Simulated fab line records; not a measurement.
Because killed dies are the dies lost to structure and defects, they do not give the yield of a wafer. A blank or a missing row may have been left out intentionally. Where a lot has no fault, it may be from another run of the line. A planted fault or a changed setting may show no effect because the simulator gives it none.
fab line records	flow n5_finfet
[record] lots = 5	wafers = 15	last_day = 18
route steps=1938 shown PASSIVATION@1922 END@1938
lots untouched by any fault: they come from a run of this same line in which no faults occurred
start_h: start of the lot's first displayed wafer, in hours after the record's first day	wait_h: how many hours have passed since the lot's step before this one	" identical to the entry in the row above	L1.1+2: several wafers, shown together as one row	- no value, or no start given	* or withheld: withheld	< > ~ a bound
route shown NAME@n: a module of which the file shows steps, and the number in the route of the first	usual: mean/standard deviation taken from wafers without a fault	same: alike in all rows	chamber/n: place in a boat	sites: readings site by site	_std_site: the standard deviation of these	_edge_site: mean of outer sites minus mean of inner sites	radius_mm: for every site, how far away it sits from the centre of the wafer	mask NAME#n: copy n	behind: the most recent tool/chamber to have shaped the wafer	hold: reason for holding the lot/hours on hold/outcome of the hold	device: names the non-switching transistor (n, p or np)	end of line: the same wafers' tests at the end of the route	a step with no rows: only its recipe	killed: dies that structure and defects cost at the first sort, which is not the same as the wafer's yield	map: shows each die of a wafer: x if killed, . if not, _ if none is there
set.NAME: the setting that was run; set.NAME@STEP: the one run at that earlier step	model.NAME: the simulator's own value behind a step, which no gauge read
lots at some steps of the route; a table a step, a row a wafer
services: a tool's chamber out of use, with start hour (start_h, from the record's first day; less than 0 if before it), hours out, and reason
[[steps]]
[step N5_PASSIVATION_PEB_42]
[recipe] peb_temp_c = withheld	peb_time_s = *
[usual] resist_line_temp_C = *
[same] peb_time_s = *
lot.wafer	tool	chamber	start_h	wait_h	resist_line_temp_C
L077.3	litho_track-04	0	286.61	0.0	*
L077.4	"	0	"	"	*
L077.6	"	0	"	"	*
L082.2	litho_track-03	0	329.75	0.0	*
L082.3	"	0	"	"	*
L082.6	"	0	"	"	*
L093.3	litho_track-05	0	391.47	0.0	*
L093.4	"	0	"	"	*
L093.6	"	0	"	"	*
L094.2	litho_track-03	0	396.97	0.0	*
L094.3	"	0	"	"	*
L094.5	"	0	"	"	*
L096.2	litho_track-05	0	420.85	0.0	*
L096.3	"	0	"	"	*
L096.6	"	0	"	"	*
[step N5_PASSIVATION_DEVELOP_43]
[recipe] develop_time_s = 60	rinse_liquid = diw	dry = air_spin	dev_temp_c = 21
[usual] resist_line_temp_C = 23.04/0.11
lot.wafer	tool	chamber	start_h	wait_h	resist_line_temp_C
L077.3	litho_track-04	0	-	-	22.69
L077.4	"	0	"	"	23.03
L077.6	"	0	"	"	22.98
L082.2	litho_track-03	0	-	-	23.12
L082.3	"	0	"	"	22.98
L082.6	"	0	"	"	22.91
L093.3	litho_track-05	0	-	-	23.01
L093.4	"	0	"	"	22.96
L093.6	"	0	"	"	23.10
L094.2	litho_track-03	0	-	-	23.12
L094.3	"	0	"	"	23.04
L094.5	"	0	"	"	22.89
L096.2	litho_track-05	0	-	-	23.10
L096.3	"	0	"	"	22.93
L096.6	"	0	"	"	23.02
[step N5_PASSIVATION_HARDBAKE_45]
[recipe] temp_c = 130	time_s = 120
[usual] resist_line_temp_C = 23.01/0.11
lot.wafer	tool	chamber	start_h	wait_h	resist_line_temp_C
L077.3	litho_track-04	0	-	-	22.81
L077.4	"	0	"	"	22.89
L077.6	"	0	"	"	22.88
L082.2	litho_track-03	0	-	-	22.89
L082.3	"	0	"	"	22.77
L082.6	"	0	"	"	22.88
L093.3	litho_track-05	0	-	-	23.03
L093.4	"	0	"	"	22.82
L093.6	"	0	"	"	22.88
L094.2	litho_track-03	0	-	-	23.05
L094.3	"	0	"	"	23.18
L094.5	"	0	"	"	23.08
L096.2	litho_track-05	0	-	-	22.96
L096.3	"	0	"	"	22.90
L096.6	"	0	"	"	22.88
[step N5_PASSIVATION_CD_MEAS_44]
[recipe] target_cd_nm = 40000	landing_energy_ev = 500	detector = se_inlens
[usual] cd_nm = 40002/3.5
lot.wafer	tool	chamber	start_h	wait_h	cd_nm
L077.3	cd_sem-03	0	286.74	-	40003
L077.4	"	0	"	"	40004
L077.6	"	0	"	"	40001
L082.2	cd_sem-02	0	329.87	-	40001
L082.3	"	0	"	"	40000
L082.6	"	0	"	"	39995
L093.3	cd_sem-02	0	391.59	-	40003
L093.4	"	0	"	"	40002
L093.6	"	0	"	"	40003
L094.2	cd_sem-01	0	397.09	-	40013
L094.3	"	0	"	"	40010
L094.5	"	0	"	"	39999
L096.2	cd_sem-03	0	420.97	-	40003
L096.3	"	0	"	"	40004
L096.6	"	0	"	"	40002
[step N5_PASSIVATION_OVL_MEAS_66]
[recipe] points_per_wafer = 44
[usual] PASS_OPEN_OVL = 0/5.1
lot.wafer	tool	chamber	start_h	wait_h	PASS_OPEN_OVL[nm]
L077.3	overlay-02	0	286.76	0.0	-1
L077.4	"	0	"	"	4
L077.6	"	0	"	"	0
L082.2	overlay-01	0	329.90	0.0	7
L082.3	"	0	"	"	4
L082.6	"	0	"	"	6
L093.3	overlay-01	0	391.62	0.0	-7
L093.4	"	0	"	"	0
L093.6	"	0	"	"	1
L094.2	overlay-01	0	397.12	0.0	2
L094.3	"	0	"	"	3
L094.5	"	0	"	"	-6
L096.2	overlay-01	0	421.00	0.0	4
L096.3	"	0	"	"	7
L096.6	"	0	"	"	16
[step N5_PASSIVATION_INSPECT_67]
[recipe] mode = adi	inspect_instrument = macro
[usual] raw_defect_count = 2.2/1.5
lot.wafer	tool	chamber	start_h	wait_h	raw_defect_count
L077.3	defect_inspect-02	-	286.79	0.0	8
L077.4	"	-	"	"	3
L077.6	"	-	"	"	3
L082.2	defect_inspect-02	-	329.93	0.0	0
L082.3	"	-	"	"	1
L082.6	"	-	"	"	1
L093.3	defect_inspect-01	-	391.64	0.0	1
L093.4	"	-	"	"	3
L093.6	"	-	"	"	1
L094.2	defect_inspect-02	-	397.14	0.0	1
L094.3	"	-	"	"	2
L094.5	"	-	"	"	3
L096.2	defect_inspect-01	-	421.03	0.0	2
L096.3	"	-	"	"	3
L096.6	"	-	"	"	4
[step N5_PASSIVATION_DESCUM_46]
[recipe] chemistry = O2	time_s = 7.9	source_power_w = 50	bias_power_w = 20	pressure_mtorr = 20	rf_frequency_hz = 2.712e+07	temp_c = 40	o2_flow_sccm = 225
[usual] bias_power_w = 20.00/0.065	drypump_motor_current_A = 5.50/0.29	oes_product_au = 0.80/0.083	rf_vpp_V = 242.7/1.5	showerhead_plenum_p_Torr = 2.07/0.08	throttle_valve_pct = 20.5/0.32
lot.wafer	tool	chamber	start_h	wait_h	bias_power_w	drypump_motor_current_A	oes_product_au	rf_hours_counter_h	rf_vpp_V	showerhead_plenum_p_Torr	throttle_valve_pct
L077.3	rie_diel-01	1	286.82	0.0	20.07	5.10	0.79	111	243.7	2.11	20.4
L077.4	"	2	"	"	20.02	5.93	0.81	115	244.7	2.12	20.8
L077.6	"	0	"	"	20.09	5.45	0.89	-	242.0	2.06	20.4
L082.2	rie_diel-03	1	329.96	0.0	19.99	5.73	0.71	178	242.4	1.99	20.6
L082.3	"	2	"	"	20.00	5.58	0.71	236	238.7	1.87	20.6
L082.6	"	3	"	"	19.96	5.78	0.81	-	242.0	2.05	20.6
L093.3	rie_diel-03	1	392.02	0.4	20.00	5.71	0.70	202	241.7	1.98	20.6
L093.4	"	0	"	"	20.02	5.58	0.73	168	246.2	2.18	20.9
L093.6	"	0	"	"	20.04	5.57	0.73	-	244.7	2.18	20.9
L094.2	rie_diel-02	0	397.18	0.0	20.03	5.49	0.92	11	245.0	2.24	20.2
L094.3	"	3	"	"	19.97	5.40	0.70	236	241.3	2.00	21.1
L094.5	"	0	"	"	20.03	5.50	0.92	-	246.1	2.24	20.2
L096.2	rie_diel-01	3	421.06	0.0	19.98	5.46	0.96	3	241.8	2.06	19.8
L096.3	"	2	"	"	20.06	5.92	0.76	162	243.4	2.10	20.9
L096.6	"	3	"	"	19.95	5.44	0.98	-	241.7	2.06	19.8
[step N5_PASSIVATION_PASS_ETCH_47]
[recipe] chemistry = CF4/O2	target = SiNx	target_depth_a = 7700	time_s = 385	ion_energy_ev = 100	pressure_mtorr = 40	source_w = 535	bias_w = 49	Ar_flow_sccm = 100	cf4_flow_sccm = 100	O2_flow_sccm = 10
[usual] drypump_motor_current_A = 5.50/0.29	mfc_ar_sccm = 99.97/0.28	oes_product_au = 0.80/0.082	rf_vpp_V = 240/4.6	showerhead_plenum_p_Torr = 2.18/0.081	throttle_valve_pct = 15.91/0.28
lot.wafer	tool	chamber	start_h	wait_h	drypump_motor_current_A	mfc_ar_sccm	oes_product_au	rf_hours_counter_h	rf_vpp_V	showerhead_plenum_p_Torr	throttle_valve_pct
L077.3	rie_diel-01	1	286.86	0.0	5.10	100.19	0.80	111	244	2.23	15.88
L077.4	"	2	"	"	5.94	99.65	0.79	115	237	2.21	16.11
L077.6	"	0	"	"	5.46	99.65	0.90	-	237	2.15	15.59
L082.2	rie_diel-03	1	330.00	0.0	5.71	99.53	0.73	178	248	2.10	16.06
L082.3	"	2	"	"	5.56	99.94	0.71	236	243	2.01	16.21
L082.6	"	3	"	"	5.80	100.49	0.82	-	237	2.15	15.89
L093.3	rie_diel-03	1	392.06	0.0	5.72	99.75	0.71	202	248	2.10	16.10
L093.4	"	0	"	"	5.54	99.94	0.72	168	239	2.29	16.34
L093.6	"	0	"	"	5.56	99.80	0.73	-	240	2.29	16.34
L094.2	rie_diel-02	0	397.21	0.0	5.45	99.90	0.91	11	244	2.35	15.57
L094.3	"	3	"	"	5.39	100.28	0.69	236	236	2.09	16.36
L094.5	"	0	"	"	5.42	100.03	0.92	-	243	2.35	15.57
L096.2	rie_diel-01	3	421.10	0.0	5.43	100.28	0.97	3	241	2.17	15.20
L096.3	"	2	"	"	5.94	100.02	0.75	162	235	2.19	16.21
L096.6	"	3	"	"	5.44	99.51	0.98	-	240	2.17	15.20
[step N5_PASSIVATION_ETCH_54]
[recipe] chemistry = CHF3/O2	target = SiO2	target_depth_a = 8800	CHF3_flow_sccm = 50	O2_flow_sccm = 5	Ar_flow_sccm = 200	time_s = 440	mask_material = PR	pressure_mtorr = 30	source_w = 650	bias_w = 170	ion_energy_ev = 200
[usual] CHF3_flow_sccm = 50.02/0.13	drypump_motor_current_A = 5.50/0.3	mfc_ar_sccm = 200.0/0.58	oes_product_au = 0.80/0.08	rf_vpp_V = 522/9.4	showerhead_plenum_p_Torr = 2.39/0.088	throttle_valve_pct = 18.85/0.28
lot.wafer	tool	chamber	start_h	wait_h	CHF3_flow_sccm	drypump_motor_current_A	mfc_ar_sccm	oes_product_au	rf_hours_counter_h	rf_vpp_V	showerhead_plenum_p_Torr	throttle_valve_pct
L077.3	rie_diel-01	1	287.08	0.1	49.76	5.12	200.8	0.79	111	533	2.44	18.85
L077.4	"	2	"	"	50.00	5.95	199.8	0.80	115	513	2.41	18.98
L077.6	"	0	"	"	49.91	5.46	200.3	0.89	-	519	2.36	18.58
L082.2	rie_diel-03	1	330.22	0.1	50.16	5.65	200.3	0.72	178	537	2.28	18.92
L082.3	"	2	"	"	49.94	5.58	199.1	0.71	236	528	2.20	19.13
L082.6	"	3	"	"	50.10	5.73	198.9	0.82	-	515	2.36	18.87
L093.3	rie_diel-03	1	392.28	0.1	50.14	5.68	199.6	0.71	202	538	2.27	18.94
L093.4	"	0	"	"	49.92	5.57	200.1	0.72	168	521	2.50	19.24
L093.6	"	0	"	"	49.88	5.55	199.9	0.72	-	522	2.50	19.23
L094.2	rie_diel-02	0	397.44	0.1	50.21	5.42	200.3	0.91	12	530	2.57	18.52
L094.3	"	3	"	"	49.91	5.39	200.9	0.69	236	516	2.30	19.37
L094.5	"	0	"	"	49.88	5.45	200.0	0.91	-	529	2.57	18.52
L096.2	rie_diel-01	3	421.32	0.1	50.02	5.40	199.9	0.97	3	526	2.39	18.22
L096.3	"	2	"	"	49.99	5.96	199.0	0.75	163	513	2.39	19.08
L096.6	"	3	"	"	50.02	5.39	201.3	0.97	-	525	2.39	18.23
[step N5_PASSIVATION_STRIP_48]
[recipe] chemistry = O2	power_w = 600	temp_c = 60	pressure_mtorr = 30	rf_frequency_hz = 6e+07	bias_power_w = 0	overash_fraction = 0.5	o2_flow_sccm = 225
[usual] drypump_motor_current_A = 5.50/0.3	oes_product_au = 0.80/0.084	rf_vpp_V = 3.6/2.5	showerhead_plenum_p_Torr = 2.07/0.08	throttle_valve_pct = 16.7/0.32
[same] bias_power_w = 0
lot.wafer	tool	chamber	start_h	wait_h	drypump_motor_current_A	oes_product_au	rf_hours_counter_h	rf_vpp_V	showerhead_plenum_p_Torr	throttle_valve_pct
L077.3	rie_diel-01	1	287.37	0.1	5.09	0.76	111	0	2.11	16.6
L077.4	"	2	"	"	5.98	0.82	115	9.0	2.12	17.0
L077.6	"	0	"	"	5.43	0.89	-	5.5	2.07	16.6
L082.2	rie_diel-03	1	330.51	0.1	5.73	0.73	178	5.8	2.00	16.8
L082.3	"	2	"	"	5.59	0.69	237	6.2	1.88	16.9
L082.6	"	3	"	"	5.76	0.82	-	2.2	2.05	16.7
L093.3	rie_diel-03	1	392.57	0.1	5.67	0.69	203	7.9	1.98	16.9
L093.4	"	0	"	"	5.59	0.73	168	5.3	2.18	17.1
L093.6	"	0	"	"	5.54	0.72	-	5.1	2.18	17.1
L094.2	rie_diel-02	0	397.73	0.1	5.51	0.93	12	5.8	2.24	16.4
L094.3	"	3	"	"	5.39	0.68	236	2.7	2.01	17.3
L094.5	"	0	"	"	5.46	0.87	-	7.8	2.25	16.4
L096.2	rie_diel-01	3	421.61	0.1	5.39	0.99	3	1.7	2.06	16.1
L096.3	"	2	"	"	5.91	0.74	163	1.7	2.11	17.0
L096.6	"	3	"	"	5.40	1.00	-	7.1	2.06	16.0
[step N5_PASSIVATION_STRIP_52]
[recipe] chemistry = post_etch_residue_remover	time_s = 1200	temp_c = 72.5
lot.wafer	tool	chamber	start_h	wait_h
L077.3+4+6	wet_bench-05	0,2,1	287.45	-
L082.2+3+6	wet_bench-05	3,4,6	330.58	-
L093.3+4+6	wet_bench-03	5,6,2	392.64	-
L094.2+3+5	wet_bench-01	0,4,5	397.79	-
L096.2+3+6	wet_bench-03	0,2,4	421.68	-
[step N5_PASSIVATION_CLEAN_71]
[recipe] chemistry = IPA	time_s = 180	temp_c = 25
lot.wafer	tool	chamber	start_h	wait_h
L077.3+4+6	wet_bench-05	0,2,1	287.81	0.0
L082.2+3+6	wet_bench-05	3,4,6	331.25	0.0
L093.3+4+6	wet_bench-03	5,6,2	392.97	0.0
L094.2+3+5	wet_bench-01	0,4,5	398.13	0.0
L096.2+3+6	wet_bench-03	0,2,4	422.01	0.0
[step N5_PASSIVATION_SRD_72]
[recipe] dry = ipa_marangoni	time_s = 30	temp_c = 23	rinse_liquid = diw
lot.wafer	tool	chamber	start_h	wait_h
L077.3+4+6	wet_bench-05	0,2,1	287.87	0.0
L082.2+3+6	wet_bench-05	3,4,6	331.35	0.0
L093.3+4+6	wet_bench-03	5,6,2	393.03	0.0
L094.2+3+5	wet_bench-01	0,4,5	398.18	0.0
L096.2+3+6	wet_bench-03	0,2,4	422.07	0.0
[step N5_PASSIVATION_ANNEAL_56]
[recipe] temp_c = 400	time_s = 1800	ambient = FGA	idle_temp_c = 300	ramp_up_c_per_min = 5	ramp_down_c_per_min = 3
[usual] spike_tc_centre_C = 401.1/1.7
lot.wafer	tool	chamber	start_h	wait_h	spike_tc_centre_C
L077.3	furnace-03	0	287.92	0.0	400.4
L077.4	"	0	"	"	402.1
L077.6	"	0	"	"	400.9
L082.2	furnace-03	0	331.41	0.0	401.9
L082.3	"	0	"	"	402.3
L082.6	"	0	"	"	402.9
L093.3	furnace-01	0	393.07	0.0	403.8
L093.4	"	0	"	"	401.5
L093.6	"	0	"	"	401.9
L094.2	furnace-03	0	398.22	0.0	401.2
L094.3	"	0	"	"	402.3
L094.5	"	0	"	"	402.7
L096.2	furnace-01	0	422.11	0.0	401.0
L096.3	"	0	"	"	400.5
L096.6	"	0	"	"	399.9
[step N5_PASSIVATION_INSPECT_57]
[recipe] inspect_instrument = macro	mode = outgoing
[usual] raw_defect_count = 2.1/1.4
lot.wafer	tool	chamber	start_h	wait_h	raw_defect_count
L077.3	defect_inspect-01	-	290.29	0.0	1
L077.4	"	-	"	"	6
L077.6	"	-	"	"	3
L082.2	defect_inspect-02	-	333.97	0.0	4
L082.3	"	-	"	"	2
L082.6	"	-	"	"	1
L093.3	defect_inspect-01	-	395.43	0.0	1
L093.4	"	-	"	"	2
L093.6	"	-	"	"	3
L094.2	defect_inspect-02	-	400.58	0.0	1
L094.3	"	-	"	"	3
L094.5	"	-	"	"	4
L096.2	defect_inspect-01	-	424.46	0.0	3
L096.3	"	-	"	"	1
L096.6	"	-	"	"	0
[[services]]
tool	chamber	start_h	hours	kind
litho_track-03	-	281.34	-	consumable_replace:filter
rie_diel-02	0	323.54	-	clean
rie_diel-02	0	323.54	-	consumable_replace:focus_ring
rie_diel-02	0	323.54	-	consumable_replace:showerhead
rie_diel-02	0	323.54	27.2	scheduled_down
rie_diel-02	0	323.54	27.2	vent_cycle
rie_diel-02	3	346.66	4.7	repair
rie_diel-03	2	367.98	-	clean
rie_diel-03	2	367.98	-	consumable_replace:focus_ring
rie_diel-03	2	367.98	-	consumable_replace:showerhead
rie_diel-03	2	367.98	22.5	scheduled_down
rie_diel-03	2	367.98	22.5	vent_cycle
wet_bench-05	-	368.51	1.9	pm
rie_diel-01	-	381.23	1.4	repair
rie_diel-02	0	383.08	9.9	repair
rie_diel-01	3	395.08	-	clean
rie_diel-01	3	395.08	-	consumable_replace:focus_ring
rie_diel-01	3	395.08	17.3	scheduled_down
rie_diel-01	3	395.08	17.3	vent_cycle
wet_bench-05	-	402.71	3.8	repair
[[key]]
[baseline_loss] step = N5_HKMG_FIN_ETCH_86	wafers = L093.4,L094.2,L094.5
fault none
// baseline_loss: these wafers lose ten dies or more at that step, a loss of the line's own and not of a fault; the sort's usual values leave them out
